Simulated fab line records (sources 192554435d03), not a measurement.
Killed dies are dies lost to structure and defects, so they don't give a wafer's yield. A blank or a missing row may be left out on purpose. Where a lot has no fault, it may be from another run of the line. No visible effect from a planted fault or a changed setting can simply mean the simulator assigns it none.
Comparing a struck lot with a sound one | flow n5 finfet | 21 out of 1938 route steps
Sound: wafers L116.1, L116.4, L116.6. The struck wafers were L106.2, L106.5, L106.6. The cause comes at the end.
Each step with rows lists, per side, the tool, then ch with its chambers, then its first start. Under that, the readings that differ: sound wafers | struck wafers | difference of the means | sigmas: that difference in standard deviations of wafers without a fault.
alike: readings whose means differ by less than 2 such deviations, and words and numbers that are the same on both sides. not compared: withheld readings, readings that some wafer has no value for, bounds like >300 that may hide the same value, and numbers for which the record gives no deviation and whose values overlap.
Wherever a step has rows on one side only, a row that says differs or no value, or a row with sigmas, the two part there. Non-overlapping numbers with no deviation appear without sigmas and do not part them. Lack of a reading on every wafer of one side parts them only where that side has two or more wafers.

first, 5 steps without rows for these wafers: N5_BEOL_M4_SPUTTER_86 (material Cu, target thk 4.5 nm, time 8.29 s); N5_BEOL_M4_ANNEAL_87 (time 240 s); N5_BEOL_M4_SPUTTER_88 (material Cu, target thk 4.5 nm, time 8.29 s); N5_BEOL_M4_ANNEAL_89 (time 240 s); N5_BEOL_M4_SPUTTER_90 (material Cu, target thk 4.5 nm, time 8.29 s).
N5_BEOL_M4_ANNEAL_91: time 240 s.
  sound on pvd sputter-02 at day 14 20:29; struck on pvd sputter-02 at day 12 00:53
  alike: heater power w, susceptor temp C
N5_BEOL_M4_SPUTTER_92: material Cu, target thk 4.5 nm, time 8.29 s.
  sound on pvd sputter-02 at day 14 20:38; struck on pvd sputter-02 at day 12 01:02
  alike: substrate temp c, throttle valve pct
N5_BEOL_M4_ANNEAL_93: time 240 s.
  sound on pvd sputter-02 at day 14 20:43; struck on pvd sputter-02 at day 12 01:07
  alike: heater power w, susceptor temp C
then, 2 steps without rows for these wafers: N5_BEOL_M4_SPUTTER_94 (material Cu, target thk 4.5 nm, time 8.29 s); N5_BEOL_M4_ANNEAL_95 (time 240 s).
N5_BEOL_M4_SPUTTER_96: material Cu, target thk 4.5 nm, time 8.29 s.
  sound on pvd sputter-02 at day 14 21:04; struck on pvd sputter-02 at day 12 01:28
  alike: substrate temp c, throttle valve pct
then, 1 step without rows for these wafers: N5_BEOL_M4_ECD_50 (material Cu, target thk 300 nm).
N5_BEOL_M4_ANNEAL_51: time 90 s.
  sound on rtp anneal-02 ch 0, day 14 21:28; struck on rtp anneal-01, day 12 01:43
  no value came back on the struck wafers for anneal temp c (C), anneal temp c max, wafer_temp_C_max; on the sound wafers anneal temp c (C) reads 225.07 225.29 225.14
N5_BEOL_M4_CMP_52: polishes, stops on SiOC, t overpolish 6.8 s, target thk 40 nm.
  sound on cmp-04 ch 0,2,3, day 14 21:48; struck on cmp-02 ch 0,1,3, day 12 02:02
  reading                      | sound          | struck         | difference | sigmas
  barrier field endpoint s (s) | 24.9 25.6 24.9 | 28.6 30.3 29.4 | +4.3       | +8
  time to endpoint s (s)       | 63.7 64.4 63.5 | 81.6 80.2 81.1 | +17.1      | +7
  alike: motor current A, overpolish run s, slurry filter dp kPa
  not compared: pad life wafers
N5_BEOL_M4_PRE_CLEAN_60: time 15 s.
  sound on cvd co-02 ch 0,2, day 14 22:06; struck on cvd co-02 ch 1,2, day 12 02:18
  alike: heater power w
then, 3 steps without rows for these wafers: N5_BEOL_M4_CO_CAP_55 (material Co, precursor CCTBA/H2, target thk 2 nm, time 102.1 s); N5_BEOL_M4_PRE_CLEAN_56 (time 15 s); N5_BEOL_M4_DEP_57 (deposits SiCN from 3MS/NH3, target thk 8 nm, time 14 s).
N5_BEOL_M4_RC_MEAS_101:
  sound on prober-01 ch 0, day 14 22:22; struck on prober-01 ch 0, day 12 02:44
  reading        | sound                | struck               | difference | sigmas
  IOFF_P (nA/um) | 0.179 0.198 0.185    | 0.208 0.260 0.246    | +0.051     | +2
  VT_P (mV)      | -254.8 -250.6 -254.0 | -247.3 -245.5 -244.0 | +7.5       | +3
  alike: DIBL_N, DIBL_P, IOFF_N, ION_N, ION_P, SS_N, SS_P, VT_N
  not compared: COMB_M4_max_site
then, 1 step without rows for these wafers: N5_BEOL_M5_ILD_DEP_00 (deposits SiCOH lowk from DEMS/porogen, target thk 140.64 nm, time 25.9 s).
-- here the record skips 4 days between the struck wafers' starts before and after, leaving off in module BEOL_M5 and picking up in module PASSIVATION (first step shown: number 1936 of the route) --
N5_PASSIVATION_PROBE_49:
  sound on prober-01 at day 19 06:37; struck on prober-02 at day 16 09:10
  reading                  | sound          | struck         | difference | sigmas
  defect limited yield (%) | 90.8 92.5 88.9 | 81.3 79.2 47.4 | -21.4      | -16
  killed_at_M4_up          | 24 17 22       | 118 135 529    | +240       | +47
  killed dies              | 108 89 131     | 221 246 621    | +253       | +16
  killed on rim            | 16 11 15       | 129 135 13     | +78        | +20
  sort n pass              | 1072 1091 1049 | 959 934 559    | -253       | -16
  sort yield pct (%)       | 90.8 92.5 88.9 | 81.3 79.2 47.4 | -21.4      | -16
  alike: killed_at_M0_to_M3, killed at contacts, killed at front end, killed at other, killed open, killed short, sort_bin_5_function, sort_bin_6_memory

## WHERE THEY PART
Last at N5_PASSIVATION_PROBE_49 as far as this record goes, first at N5_BEOL_M4_ANNEAL_51.

WHY: what the simulator had put in
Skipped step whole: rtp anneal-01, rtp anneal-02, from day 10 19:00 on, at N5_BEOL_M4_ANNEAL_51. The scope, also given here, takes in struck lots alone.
